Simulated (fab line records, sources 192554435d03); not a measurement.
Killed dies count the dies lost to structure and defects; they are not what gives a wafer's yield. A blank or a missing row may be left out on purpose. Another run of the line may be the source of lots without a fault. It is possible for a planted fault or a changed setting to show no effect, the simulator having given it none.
Comparing a struck lot with a sound one | flow n5-finfet | 15 out of 1938 route steps
Sound: the wafers L587.1, L587.4, L587.6. Struck: wafer L591.2 (left out: L591.4, a lot-mate that was not struck); the cause follows at the end.
At each step with rows: each side's tool, then ch and its chambers, then its first start. Under that, the readings that differ: sound wafers | struck wafers | difference of the means | sigmas: that difference in standard deviations of wafers without a fault.
alike: readings whose means differ by less than 2 such deviations, and words and numbers that are the same on both sides. not compared: withheld readings, readings that some wafer has no value for, bounds like >300 that may hide the same value, and numbers for which the record gives no deviation and whose values overlap.
The two part at a step that has a row with sigmas, a row that says differs or no value, or rows on one side only. Non-overlapping numbers with no deviation appear without sigmas and do not part them. Lack of a reading on every wafer of one side parts them only where that side has two or more wafers.

N5_BEOL_M8_TRENCH_ETCH_37: etches SiCOH lowk in C4F6/O2, target depth 93.478 nm, time 31.2 s.
  sound on rie-diel-03 ch 0,2; struck on rie-diel-03 ch 1
  alike: drypump-motor-current-A, oes-product-au, rf-fwd-power-W, rf-vpp-V, showerhead-plenum-p-Torr, throttle-valve-pct
  not compared: rf-hours-counter-h
N5_BEOL_M8_ETCH_41: etches SiCN in CH3F/O2, target depth 31.9 nm, time 57.8 s.
  sound on rie-diel-03 ch 0,2; struck on rie-diel-03 ch 1
  alike: drypump-motor-current-A, oes-product-au, rf-fwd-power-W, rf-vpp-V, showerhead-plenum-p-Torr, throttle-valve-pct
  not compared: rf-hours-counter-h
then, 1 step without rows for these wafers: N5_BEOL_M8_STRIP_80 (strips in N2/H2, time 10 s).
N5_BEOL_M8_OCD_MEAS_38:
  sound on ocd-01 at day 13 06:48; struck on ocd-02 at day 15 10:28
  alike: trench-depth-nm
then, 4 steps without rows for these wafers: N5_BEOL_M8_HM_STRIP_39 (strips TiN in peroxide tin strip, target depth 25 nm, time 158 s); N5_BEOL_M8_SRD_40 (time 30 s); N5_BEOL_M8_PRECLEAN_42 (cleans in residue remover, time 60 s); N5_BEOL_M8_SRD_43 (time 30 s).
N5_BEOL_M8_CD_MEAS_35 targets a cd of 40 nm.
  sound on cd-sem-01 at day 13 06:58; struck on cd-sem-03 at day 15 10:37
  alike: cd-nm
then, 1 step without rows for these wafers: N5_BEOL_M8_CURE_75 (cures SiCOH lowk, time 120 s).
N5_BEOL_M8_DEGAS_44: time 60 s.
  sound on pvd-sputter-02 at day 13 08:14; struck on pvd-sputter-03 at day 15 20:20
  alike: heater-power-w
N5_BEOL_M8_PRE_CLEAN_45: time 30 s.
  sound on pvd-sputter-02 at day 13 08:17; struck on pvd-sputter-03 at day 15 20:23
  alike: heater-power-w
N5_BEOL_M8_ALD_77: deposits TaN, target thk 2 nm, pulse time 2 s, purge time 3 s.
  sound on ald-metal-03 ch 0,2,3, day 13 08:20; struck on ald-metal-03 ch 2, day 15 20:38
  reading    | sound    | struck | difference | sigmas
  ald-cycles | 40 40 40 | 35     | -5         |
  alike: heater-power-w
N5_BEOL_M8_SURFACE_TREAT_79:
  sound on pvd-sputter-02 at day 13 08:45; struck on pvd-sputter-01 at day 15 21:44
  not compared: throttle-valve-pct
-- the record jumps here: 3 days lie between the struck wafers' starts before and after (it left off in module BEOL_M8 and takes up again in module PASSIVATION, whose first step shown is number 1936 of the route) --
N5_PASSIVATION_PROBE_49:
  rows exist in the record for the struck wafers here (prober-02, day 18 22:16), but not for the sound ones

== WHERE THEY PART ==
N5_PASSIVATION_PROBE_49 only, going by this record.

WHY: the cause the simulator had injected
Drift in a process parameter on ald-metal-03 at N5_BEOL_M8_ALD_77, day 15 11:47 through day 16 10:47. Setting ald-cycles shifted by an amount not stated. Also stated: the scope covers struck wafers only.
